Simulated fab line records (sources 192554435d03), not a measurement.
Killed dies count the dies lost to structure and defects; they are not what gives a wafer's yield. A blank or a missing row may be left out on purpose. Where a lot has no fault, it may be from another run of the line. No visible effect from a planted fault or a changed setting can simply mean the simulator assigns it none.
Matching of chambers / flow n5 finfet / 3 sister chambers for N5_BEOL_M4_CO_CAP_55 on cvd co-02
The step material Co, precursor CCTBA/H2, target thk 2 nm, time 102.1 s. 3 wafers are shown with their chamber, then 9 later ones without.

## WAFERS WITH THEIR CHAMBER
wafer=L588.5; chamber=1; heater power w (W)=214
wafer=L591.5; chamber=2; heater power w (W)=200
wafer=L592.1; chamber=0; heater power w (W)=268

## WAFERS WITHOUT THEIR CHAMBER
wafer=L592.4; heater power w (W)=195
wafer=L592.5; heater power w (W)=216
wafer=L595.3; heater power w (W)=211
wafer=L595.4; heater power w (W)=276
wafer=L595.6; heater power w (W)=274
wafer=L594.1; heater power w (W)=195
wafer=L594.4; heater power w (W)=216
wafer=L594.6; heater power w (W)=193
wafer=L598.2; heater power w (W)=197

## EACH ONE'S CHAMBER
wafer=L592.4; from the rows above=2; in truth=2
wafer=L592.5; from the rows above=1; in truth=1
wafer=L595.3; from the rows above=can't be placed: 1 or 2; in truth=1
wafer=L595.4; from the rows above=0; in truth=0
wafer=L595.6; from the rows above=0; in truth=0
wafer=L594.1; from the rows above=2; in truth=2
wafer=L594.4; from the rows above=1; in truth=1
wafer=L594.6; from the rows above=2; in truth=2
wafer=L598.2; from the rows above=2; in truth=2
Placed correctly: 8 of 9. Can't be placed from these rows: 1 (the true chamber is among the candidates in 1). Wrongly placed: 0.
How it was worked out, from the rows above alone: a wafer's distance from a chamber is the root of the sum, over the readings, of the square of ((its reading less the chamber's mean) divided by the reading's scatter). The wafer belongs to the nearest chamber; if the next one is less than 2 further off, it can't be placed. Each chamber's mean is taken over the wafers shown for it. The scatter: with one shown wafer a chamber, the root of the mean of the squares of how far each hidden wafer lies from its nearest shown one.
